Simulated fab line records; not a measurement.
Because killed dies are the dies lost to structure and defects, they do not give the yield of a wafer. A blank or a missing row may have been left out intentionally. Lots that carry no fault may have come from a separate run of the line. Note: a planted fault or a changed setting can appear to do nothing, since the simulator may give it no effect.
fab line records	flow n5Finfet
[record] lots = 6	wafers = 16	lastDay = 18
route steps=1938 shown MOL_CONTACT_COAG@594 BEOL_M4@1111 PASSIVATION@1936
lots that met no fault: from a run of the same line without faults
startH: hours from the record's opening day to when the first of the lot's shown wafers began	waitH: hours elapsed since this lot's preceding step	" as in the row above	L1.1+2: a single row standing in for several wafers	- no value, or no start given	* or withheld: withheld	< > ~ a bound
route shown NAME@n: names a module that has steps shown in the file, with the first one's number in the route	usual: mean/standard deviation of fault-free wafers	same: alike in all rows	chamber/n: place in a boat	sites: the reading at each site	_std_site: their standard deviation	_edge_site: mean of outer sites minus mean of inner sites	radiusMm: how far each site lies from the wafer's centre	mask NAME#n: copy n	behind: the tool/chamber that last shaped the wafer	hold: what put the lot on hold/how long, in hours/how the hold closed	device: the n, p or np transistor that did not switch	end of line: the tests these same wafers got at the end of their route	for a step that has no rows: nothing shown but its recipe	killed: the dies lost at the first sort to structure and to defects; this is not the yield of the wafer	map: the dies of a wafer, with x for killed, . for not killed, _ for no die there
set.NAME: the run value of the setting; set.NAME@STEP: its run value at that earlier step	model.NAME: the simulator's own value behind a step, which no gauge read
lots seen at some steps along the route; tables by step, rows by wafer
services: the hour from which a tool's chamber was out of use, counted from the record's first day as startH (under 0 if before that day), plus the number of hours and why
[[steps]]
[step N5_MOL_CONTACT_COAG_COAT_63]
[recipe] resist = SiARC	tempC = 220	timeS = 60	spinRpm = 1500	resistThkNm = 10
[step N5_MOL_CONTACT_COAG_COAT_64]
[recipe] resist = underlayer	tempC = 205	timeS = 60	spinRpm = 1500	resistThkNm = 10
[step N5_MOL_CONTACT_COAG_COAT_34]
[recipe] resist = CAR-EUV	spinRpm = 1500	resistThkNm = 40
[step N5_MOL_CONTACT_COAG_EBR_36]
[recipe] solvent = PGMEA	ebrWidthMm = 1.5
[step N5_MOL_CONTACT_COAG_SOFTBAKE_35]
[recipe] tempC = 110	timeS = 60	resist = CAR-EUV
[step N5_MOL_CONTACT_COAG_EXPOSE_37]
[recipe] maskId = VD	na = 0.33	sourceShape = annular	sigmaInner = 0.3	sigmaOuter = 0.7	polarization = unpolarized	defocusNm = 0	doseMj = 62
[step N5_MOL_CONTACT_COAG_PEB_38]
[recipe] pebTempC = 100	pebTimeS = 60	resist = CAR-EUV
[step N5_MOL_CONTACT_COAG_DEVELOP_39]
[recipe] developTimeS = 30	developer = TMAH	resist = CAR-EUV	rinseLiquid = surfactantRinse	dry = airSpin	devTempC = 23
[step N5_MOL_CONTACT_COAG_CD_MEAS_40]
[recipe] targetCdNm = 25.1	landingEnergyEv = 500	detector = seInlens	polarity = opening
[usual] cdNm = 25.15/0.23
lot.wafer	tool	chamber	startH	waitH	cdNm
L678.1	cdSem-01	0	124.87	-	25.07
L678.3	"	0	"	"	24.82
L678.4	"	0	"	"	25.05
L679.2	cdSem-03	0	131.99	-	25.17
L679.6	"	0	"	"	24.99
L686.2	cdSem-01	0	171.29	-	25.04
L686.6	"	0	"	"	25.51
L691.2	cdSem-01	0	198.58	-	24.97
L691.5	"	0	"	"	25.51
L691.6	"	0	"	"	25.25
L694.3	cdSem-01	0	216.79	-	24.95
L694.5	"	0	"	"	24.86
L694.6	"	0	"	"	25.08
L698.1	cdSem-02	0	242.13	-	24.82
L698.4	"	0	"	"	25.10
L698.6	"	0	"	"	24.89
[step N5_MOL_CONTACT_COAG_OVL_MEAS_41]
[recipe] pointsPerWafer = 522
[usual] VD_OVL = 0.2/0.72
lot.wafer	tool	chamber	startH	waitH	VD_OVL[nm]
L678.1	overlay-01	0	124.90	0.0	-1.2
L678.3	"	0	"	"	0.4
L678.4	"	0	"	"	-0.4
L679.2	overlay-02	0	132.03	0.0	-0.3
L679.6	"	0	"	"	0.9
L686.2	overlay-01	0	171.32	0.0	-0.1
L686.6	"	0	"	"	0.3
L691.2	overlay-01	0	198.62	0.0	-0.8
L691.5	"	0	"	"	1.0
L691.6	"	0	"	"	0.4
L694.3	overlay-02	0	216.83	0.0	2.0
L694.5	"	0	"	"	1.4
L694.6	"	0	"	"	1.1
L698.1	overlay-01	0	242.16	0.0	-0.7
L698.4	"	0	"	"	-0.4
L698.6	"	0	"	"	0.5
[step N5_MOL_CONTACT_COAG_INSPECT_42]
[recipe] mode = adi	inspectInstrument = brightfield
[usual] rawDefectCount = 220/58
lot.wafer	tool	chamber	startH	waitH	rawDefectCount
L678.1	defectInspect-01	-	124.96	0.1	149
L678.3	"	-	"	"	181
L678.4	"	-	"	"	215
L679.2	defectInspect-01	-	132.08	0.0	241
L679.6	"	-	"	"	191
L686.2	defectInspect-01	-	171.38	0.0	184
L686.6	"	-	"	"	164
L691.2	defectInspect-02	-	198.67	0.0	181
L691.5	"	-	"	"	254
L691.6	"	-	"	"	206
L694.3	defectInspect-02	-	216.88	0.0	273
L694.5	"	-	"	"	177
L694.6	"	-	"	"	222
L698.1	defectInspect-02	-	242.21	0.1	294
L698.4	"	-	"	"	217
L698.6	"	-	"	"	201
[step N5_MOL_CONTACT_COAG_DESCUM_45]
[recipe] chemistry = O2	timeS = 7	sourcePowerW = 50	biasPowerW = 20	pressureMtorr = 20	rfFrequencyHz = 2.712e+07	tempC = 40	resist = CAR-EUV	o2FlowSccm = 225
[usual] drypumpMotorCurrentA = 5.7/0.44	oesProductAu = 0.78/0.094	rfFwdPowerW = 49.43/0.2	rfVppV = 243.4/1.6	showerheadPlenumPTorr = 2.10/0.08	throttleValvePct = 20.49/0.26
lot.wafer	tool	chamber	startH	waitH	drypumpMotorCurrentA	oesProductAu	rfFwdPowerW	rfHoursCounterH	rfVppV	showerheadPlenumPTorr	throttleValvePct
L678.1	rieDiel-03	3	125.00	0.0	6.6	0.85	49.46	54	245.6	2.21	20.17
L678.3	"	2	"	"	5.7	0.69	49.72	251	241.0	1.96	20.80
L678.4	"	3	"	"	6.6	0.84	49.45	-	246.7	2.21	20.18
L679.2	rieDiel-03	1	132.11	0.0	5.6	0.69	49.33	232	243.6	2.15	20.69
L679.6	"	3	"	"	6.6	0.84	49.17	-	243.3	2.21	20.18
L686.2	rieDiel-03	2	171.43	0.0	5.7	0.93	49.58	10	246.3	2.22	20.36
L686.6	"	2	"	"	5.7	0.94	49.49	-	245.0	2.22	20.35
L691.2	rieDiel-01	2	198.70	0.0	5.8	0.69	49.28	210	243.4	2.07	20.61
L691.5	"	0	"	"	5.5	0.73	49.45	-	244.6	2.15	20.35
L691.6	"	3	"	"	5.5	0.73	49.48	-	242.2	2.08	20.54
L694.3	rieDiel-01	0	216.91	0.0	5.5	0.74	49.46	189	244.3	2.15	20.36
L694.5	"	2	"	"	5.8	0.67	49.30	-	243.2	2.07	20.62
L694.6	"	1	"	"	5.3	0.70	49.58	-	240.5	2.00	21.09
L698.1	rieDiel-06	2	242.62	0.4	5.3	0.93	49.44	19	242.9	2.15	20.34
L698.4	"	0	"	"	6.5	0.75	49.41	149	242.7	2.02	20.54
L698.6	"	3	"	"	5.5	0.86	49.12	-	241.8	2.02	20.51
[step N5_MOL_CONTACT_COAG_ETCH_65]
[recipe] chemistry = N2/H2	target = underlayer	targetDepthA = 130	maskMaterial = CAR-EUV	timeS = 10.4	ionEnergyEv = 200	pressureMtorr = 30	sourceW = 840	biasW = 150	n2FlowSccm = 200	h2FlowSccm = 200	ends = cleared
[usual] drypumpMotorCurrentA = 5.7/0.44	etchRfOnTimeS = 10.51/0.21	n2FlowSccm = 200.0/0.56	oesProductAu = 0.67/0.081	rfFwdPowerW = 819.3/2.4	rfVppV = 524/3.1	showerheadPlenumPTorr = 2.55/0.11	throttleValvePct = 17.93/0.28
lot.wafer	tool	chamber	startH	waitH	drypumpMotorCurrentA	etchRfOnTimeS	n2FlowSccm	oesProductAu	rfFwdPowerW	rfHoursCounterH	rfVppV	showerheadPlenumPTorr	throttleValvePct
L678.1	rieDiel-03	3	125.03	0.0	6.6	10.67	200.6	0.72	822.9	54	528	2.68	17.46
L678.3	"	2	"	"	5.7	10.59	200.5	0.58	819.9	251	521	2.39	18.29
L678.4	"	3	"	"	6.6	10.66	200.2	0.72	819.8	-	528	2.68	17.47
L679.2	rieDiel-03	1	132.15	0.0	5.6	10.48	200.1	0.59	820.4	232	525	2.64	18.38
L679.6	"	3	"	"	6.6	7.26	200.7	0.91	818.0	-	528	2.67	17.53
L686.2	rieDiel-03	2	171.46	0.0	5.7	10.42	200.2	0.80	820.2	10	527	2.71	17.81
L686.6	"	2	"	"	5.7	7.06	200.3	1.00	823.3	-	526	2.71	17.88
L691.2	rieDiel-01	2	198.74	0.0	5.8	10.80	200.4	0.58	818.6	210	522	2.53	17.98
L691.5	"	0	"	"	5.5	10.57	198.8	0.61	819.6	-	526	2.64	18.02
L691.6	"	3	"	"	5.5	10.48	199.5	0.61	817.1	-	523	2.51	17.83
L694.3	rieDiel-01	0	216.94	0.0	5.5	10.51	199.7	0.61	823.7	189	526	2.64	18.03
L694.5	"	2	"	"	5.8	10.65	200.1	0.59	818.6	-	522	2.52	18.02
L694.6	"	1	"	"	5.4	10.27	200.6	0.60	819.5	-	520	2.41	18.43
L698.1	rieDiel-06	2	242.65	0.0	5.4	10.41	200.4	0.77	822.5	19	526	2.59	17.67
L698.4	"	0	"	"	6.5	10.54	199.1	0.64	821.0	149	522	2.44	17.85
L698.6	"	3	"	"	5.5	10.15	199.0	0.75	820.6	-	521	2.48	18.09
[step N5_MOL_CONTACT_COAG_ETCH_66]
[recipe] chemistry = CF4	target = SiARC	targetDepthA = 130	maskMaterial = CAR-EUV	timeS = 21.7	ionEnergyEv = 80	pressureMtorr = 40	sourceW = 545	biasW = 36	Ar_flow_sccm = 100	cf4FlowSccm = 100	ends = cleared
[usual] drypumpMotorCurrentA = 5.7/0.44	etchRfOnTimeS = 21.9/0.41	mfcArSccm = 100.0/0.31	oesProductAu = 0.66/0.08	rfFwdPowerW = 531.4/1.8	rfVppV = 184.1/1.3	showerheadPlenumPTorr = 2.15/0.083	throttleValvePct = 15.68/0.26
lot.wafer	tool	chamber	startH	waitH	drypumpMotorCurrentA	etchRfOnTimeS	mfcArSccm	oesProductAu	rfFwdPowerW	rfHoursCounterH	rfVppV	showerheadPlenumPTorr	throttleValvePct
L678.1	rieDiel-03	3	125.05	0.0	6.6	22.5	100.1	0.72	528.9	54	185.7	2.25	15.32
L678.3	"	2	"	"	5.7	22.3	100.4	0.58	529.9	251	184.1	2.03	16.08
L678.4	"	3	"	"	6.6	22.5	100.1	0.72	530.4	-	184.9	2.25	15.32
L679.2	rieDiel-03	1	132.17	0.0	5.6	21.6	100.1	0.61	530.9	232	184.0	2.21	16.01
L679.6	"	3	"	"	6.6	22.3	99.9	0.72	530.0	-	185.9	2.25	15.32
L686.2	rieDiel-03	2	171.48	0.0	5.7	21.8	100.6	0.80	529.6	10	186.4	2.28	15.57
L686.6	"	2	"	"	5.7	21.9	100.2	0.79	533.5	-	186.7	2.28	15.58
L691.2	rieDiel-01	2	198.76	0.0	5.8	21.8	100.1	0.59	529.6	210	183.9	2.12	15.78
L691.5	"	0	"	"	5.5	22.0	99.7	0.62	531.2	-	184.5	2.22	15.69
L691.6	"	3	"	"	5.5	21.7	99.2	0.61	530.2	-	183.7	2.11	15.57
L694.3	rieDiel-01	0	216.96	0.0	5.5	22.0	100.1	0.62	530.9	189	186.6	2.22	15.69
L694.5	"	2	"	"	5.8	22.1	99.9	0.59	534.5	-	182.9	2.12	15.80
L694.6	"	1	"	"	5.3	21.2	99.9	0.60	533.2	-	181.8	2.04	16.18
L698.1	rieDiel-06	2	242.67	0.0	5.3	21.8	99.5	0.77	534.0	19	184.9	2.18	15.31
L698.4	"	0	"	"	6.5	22.2	99.7	0.64	531.1	149	183.4	2.07	15.70
L698.6	"	3	"	"	5.5	21.6	99.6	0.74	530.3	-	182.8	2.10	15.77
[step N5_BEOL_M4_RC_MEAS_101]
[usual] DIBL_N = 36.4/1.6	DIBL_P = 36.2/1.8	IOFF_N = 0.159/0.029	IOFF_P = 0.21/0.034	ION_N = 670/12	ION_P = 459/8.2	SS_N = 71.5/0.59	SS_P = 73.2/0.54	VT_N = 250/3.3	VT_P = -250/3.7
lot.wafer	tool	chamber	startH	waitH	DIBL_N[mV/V]	DIBL_P[mV/V]	IOFF_N[nA/um]	IOFF_P[nA/um]	ION_N[uA/um]	ION_P[uA/um]	SS_N[mV/dec]	SS_P[mV/dec]	VT_N[mV]	VT_P[mV]
L678.1	prober-02	0	208.98	0.0	39.1	38.0	0.234	0.29	694	471	72.2	73.9	244	-245
L678.3	"	0	"	"	38.6	36.9	0.235	0.27	696	471	71.9	73.0	241	-244
L678.4	"	0	"	"	37.9	36.4	0.209	0.25	691	466	72.2	73.7	244	-244
L679.2	prober-01	0	211.70	0.2	34.2	35.2	0.128	0.18	647	450	71.3	73.3	253	-251
L679.6	"	0	"	"	35.3	35.5	0.154	0.19	667	454	71.1	73.5	250	-253
L686.2	prober-01	0	260.05	0.2	36.5	36.5	0.153	0.20	663	457	71.3	73.3	250	-253
L686.6	"	0	"	"	38.4	38.9	0.180	0.22	662	453	71.8	73.8	253	-252
L691.2	prober-01	0	288.18	0.2	34.9	34.8	0.139	0.19	677	461	71.3	73.2	251	-253
L691.5	"	0	"	"	36.2	37.2	0.160	0.23	679	470	70.8	74.1	247	-248
L691.6	"	0	"	"	35.3	35.4	0.146	0.19	666	459	70.5	73.4	250	-250
L694.3	prober-02	0	294.08	0.3	37.1	35.8	0.149	0.22	675	468	71.9	73.7	248	-250
L694.5	"	0	"	"	36.1	35.0	0.148	0.22	665	458	71.8	73.3	251	-248
L694.6	"	0	"	"	37.3	35.3	0.160	0.21	673	461	71.1	72.7	250	-250
L698.1	prober-02	0	335.18	0.0	34.1	35.5	0.141	0.23	670	476	71.9	73.0	250	-247
L698.4	"	0	"	"	35.7	37.1	0.160	0.26	663	464	71.1	73.7	249	-245
L698.6	"	0	"	"	38.0	39.3	0.218	0.31	701	481	71.8	74.1	245	-240
[step N5_PASSIVATION_PROBE_49]
[usual] defectLimitedYield = 91.1/1.5	killed_at_M0_to_M3 = 33/9.9	killed_at_M4_up = 14/5.2	killedAtContacts = 12/6.7	killedAtFrontEnd = 43/13	killedAtOther = 3.4/2.7	killedDies = 105/17	killedOpen = 69/13	killedShort = 33/7.5	sort_bin_5_function = 5.2/0.91	sort_bin_6_memory = 3.3/0.71	sortNPass = 1075/17	sortYieldPct = 91.1/1.5
[same] grossDies = 1180	killedAtBackSide = 0	sort_bin_4_leakage[%] = 0	sort_bin_8_speed[%] = 0
lot.wafer	tool	chamber	startH	waitH	defectLimitedYield[%]	killed_at_M0_to_M3	killed_at_M4_up	killedAtContacts	killedAtFrontEnd	killedAtOther	killedDies	killedOpen	killedShort	sort_bin_5_function[%]	sort_bin_6_memory[%]	sortNPass	sortYieldPct[%]
L678.1	prober-02	-	317.85	0.0	90.6	50	12	15	33	1	111	76	35	5.8	3.3	1069	90.6
L678.3	prober-02	-	317.95	0.1	92.5	33	11	5	37	2	88	60	27	4.2	2.9	1092	92.5
L678.4	prober-02	-	318.00	0.2	94.1	15	11	8	34	2	70	42	28	3.0	2.9	1110	94.1
L679.2	prober-01	-	323.70	0.1	90.8	34	17	24	28	5	108	75	33	6.0	3.0	1072	90.8
L686.6	prober-01	-	365.30	0.3	91.4	36	13	2	47	4	102	61	39	5.6	3.0	1078	91.4
L691.2	prober-01	-	396.86	0.1	93.3	17	17	19	24	2	79	52	25	4.7	1.9	1101	93.3
L691.5	prober-01	-	397.01	0.2	89.2	47	15	16	44	6	128	88	38	6.6	4.0	1052	89.2
L691.6	prober-01	-	397.06	0.3	92.2	29	17	22	21	3	92	57	34	4.5	2.8	1088	92.2
L694.3	prober-01	-	405.68	0.1	91.9	19	3	22	47	5	96	61	33	5.0	2.9	1084	91.9
L694.5	prober-01	-	405.78	0.2	91.2	33	12	15	43	1	104	68	32	4.8	3.6	1076	91.2
L694.6	prober-01	-	405.83	0.3	92.5	13	13	12	43	7	88	56	29	4.8	2.5	1092	92.5
L698.1	prober-01	-	438.35	0.0	88.6	36	16	14	62	7	135	98	36	6.7	4.5	1045	88.6
L698.4	prober-01	-	438.50	0.2	92.9	27	11	14	29	3	84	62	20	4.3	2.4	1096	92.9
L698.6	prober-01	-	438.60	0.3	91.7	33	10	11	42	2	98	64	32	4.7	3.0	1082	91.7
// killed by level:class
L678.1 BEOL_M1:geometricParticle:open=20 MOL_CONTACT_COAG:geometricParticle:open=12 STI_FIN_REVEAL:geometricParticle:open=9 BEOL_M3:geometricParticle:open=9 BEOL_M0:geometricParticle:open=5 STI_FIN_REVEAL:geometricParticle:short=4 GATE_CUT:geometricParticle:short=4 BEOL_M0_SAQP:geometricParticle:open=4
L678.3 STI_FIN_REVEAL:geometricParticle:open=11 DUMMY_GATE:geometricParticle:open=8 BEOL_M1:geometricParticle:open=8 BEOL_M3:geometricParticle:open=6 BEOL_M0_SAQP:geometricParticle:open=5 STI_FIN_REVEAL:geometricParticle:short=4 MOL_CONTACT_COAG:geometricParticle:open=4 BEOL_M0_SAQP:geometricParticle:short=4
L678.4 MOL_CONTACT_COAG:geometricParticle:open=7 STI_FIN_REVEAL:geometricParticle:open=6 FIN_SAQP:geometricParticle:open=5 STI_FIN_REVEAL:geometricParticle:short=4 BEOL_M5:geometricParticle:open=4 FIN_SAQP:geometricParticle:short=3 DUMMY_GATE:geometricParticle:open=3 BEOL_M1:geometricParticle:short=3
L679.2 MOL_CONTACT_COAG:geometricParticle:open=17 BEOL_M2:geometricParticle:open=13 BEOL_M4:geometricParticle:open=11 MOL_CONTACT_COAG:geometricParticle:short=7 BEOL_M3:geometricParticle:open=6 STI_FIN_REVEAL:geometricParticle:open=5 BEOL_M0_SAQP:geometricParticle:open=5 ILD0:geometricParticle:short=4
L686.6 GATE_CUT:geometricParticle:short=9 FIN_SAQP:geometricParticle:short=8 BEOL_M2:geometricParticle:open=8 BEOL_M3:geometricParticle:open=8 FIN_SAQP:geometricParticle:open=6 STI_FIN_REVEAL:geometricParticle:open=5 DUMMY_GATE:geometricParticle:open=5 BEOL_M4:geometricParticle:open=5
L691.2 MOL_CONTACT_COAG:geometricParticle:open=14 STI_FIN_REVEAL:geometricParticle:open=9 BEOL_M4:geometricParticle:open=8 BEOL_M0_SAQP:geometricParticle:open=6 MOL_CONTACT_COAG:geometricParticle:short=5 FIN_SAQP:geometricParticle:short=3 FIN_SAQP:geometricParticle:open=3 BEOL_M0:geometricParticle:short=3
L691.5 FIN_SAQP:geometricParticle:open=17 MOL_CONTACT_COAG:geometricParticle:open=12 BEOL_M0_SAQP:geometricParticle:short=10 BEOL_M0_SAQP:geometricParticle:open=10 BEOL_M3:geometricParticle:open=9 FIN_SAQP:geometricParticle:short=8 BEOL_M1:geometricParticle:open=8 STI_FIN_REVEAL:geometricParticle:open=7
L691.6 MOL_CONTACT_COAG:geometricParticle:open=20 BEOL_M0_SAQP:geometricParticle:open=10 BEOL_M0_SAQP:geometricParticle:short=9 FIN_SAQP:geometricParticle:short=8 BEOL_M4:geometricParticle:open=7 BEOL_M1:geometricParticle:short=3 BEOL_M1:geometricParticle:open=3 BEOL_M8:geometricParticle:open=3
L694.3 MOL_CONTACT_COAG:geometricParticle:open=20 FIN_SAQP:geometricParticle:short=12 DUMMY_GATE:geometricParticle:open=12 STI_FIN_REVEAL:geometricParticle:open=7 BEOL_M0_SAQP:geometricParticle:short=6 FIN_SAQP:geometricParticle:open=5 DUMMY_GATE:geometricParticle:short=4 BEOL_M0_SAQP:geometricParticle:open=3
L694.5 MOL_CONTACT_COAG:geometricParticle:open=12 STI_FIN_REVEAL:geometricParticle:open=8 BEOL_M1:geometricParticle:open=8 BEOL_M2:geometricParticle:open=7 BEOL_M4:geometricParticle:open=6 DUMMY_GATE:geometricParticle:open=5 BEOL_M0:geometricParticle:open=5 FIN_SAQP:geometricParticle:open=4
L694.6 STI_FIN_REVEAL:geometricParticle:open=10 DUMMY_GATE:geometricParticle:open=8 MOL_CONTACT_COAG:geometricParticle:open=7 FIN_SAQP:geometricParticle:short=5 BEOL_M4:geometricParticle:open=5 STARTING-WAFER:geometricParticle:short=5 FIN_SAQP:geometricParticle:open=4 MOL_CONTACT_COAG:geometricParticle:short=4
L698.1 STI_FIN_REVEAL:geometricParticle:open=20 BEOL_M4:geometricParticle:open=12 FIN_SAQP:geometricParticle:open=11 MOL_CONTACT_COAG:geometricParticle:open=11 BEOL_M0_SAQP:geometricParticle:open=10 BEOL_M0_SAQP:geometricParticle:short=8 FIN_SAQP:geometricParticle:short=7 BEOL_M1:geometricParticle:open=6
L698.4 MOL_CONTACT_COAG:geometricParticle:open=11 BEOL_M2:geometricParticle:open=6 BEOL_M4:geometricParticle:open=6 STARTING-WAFER:geometricParticle:open=6 FIN_SAQP:geometricParticle:open=5 GATE_CUT:geometricParticle:open=5 BEOL_M3:geometricParticle:open=5 STI_FIN_REVEAL:geometricParticle:open=4
L698.6 STI_FIN_REVEAL:geometricParticle:open=12 MOL_CONTACT_COAG:geometricParticle:open=8 BEOL_M0_SAQP:geometricParticle:short=8 BEOL_M3:geometricParticle:open=7 BEOL_M2:geometricParticle:open=6 FIN_SAQP:geometricParticle:open=4 BEOL_M4:geometricParticle:open=4 FIN_SAQP:geometricParticle:short=3
[[services]]
tool	chamber	startH	hours	kind
rieDiel-06	3	104.22	-	clean
rieDiel-06	3	104.22	-	consumableReplace:focusRing
rieDiel-06	3	104.22	26.0	scheduledDown
rieDiel-06	3	104.22	26.0	ventCycle
rieDiel-06	-	127.09	0.4	repair
rieDiel-03	2	127.13	-	clean
rieDiel-03	2	127.13	-	consumableReplace:focusRing
rieDiel-03	2	127.13	-	consumableReplace:showerhead
rieDiel-03	2	127.13	11.0	scheduledDown
rieDiel-03	2	127.13	11.0	ventCycle
rieDiel-06	1	130.24	-	clean
rieDiel-06	1	130.24	-	consumableReplace:focusRing
rieDiel-06	1	130.24	18.3	scheduledDown
rieDiel-06	1	130.24	18.3	ventCycle
rieDiel-06	2	166.95	-	clean
rieDiel-06	2	166.95	-	consumableReplace:focusRing
rieDiel-03	2	177.94	5.5	repair
rieDiel-03	1	183.66	-	clean
rieDiel-03	1	183.66	-	consumableReplace:focusRing
rieDiel-03	1	183.66	31.7	scheduledDown
rieDiel-03	1	183.66	31.7	ventCycle
rieDiel-06	0	200.50	16.6	repair
rieDiel-03	-	205.84	0.2	repair
rieDiel-03	2	220.89	7.3	repair
[[key]]
[firstSign] step = N5_MOL_CONTACT_COAG_ETCH_65	reading = etchRfOnTimeS	direction = down	sigmas = 16	usual = *	struck = *
[effect] step = N5_MOL_CONTACT_COAG_ETCH_65	reading = oesProductAu	direction = up	sigmas = 3.6	usual = 0.67	struck = 0.95
metAt N5_MOL_CONTACT_COAG_ETCH_65
struckWafers L679.6,L686.6
onsetBetween 125.03 132.15
[fault] kind = processParameterDrift	tool = rieDiel-03	chamber = -	onsetH = 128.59	steps = N5_MOL_CONTACT_COAG_ETCH_65	channel = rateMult	offset = 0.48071	shape = step	endH = 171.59	scope = struckWafersOnly
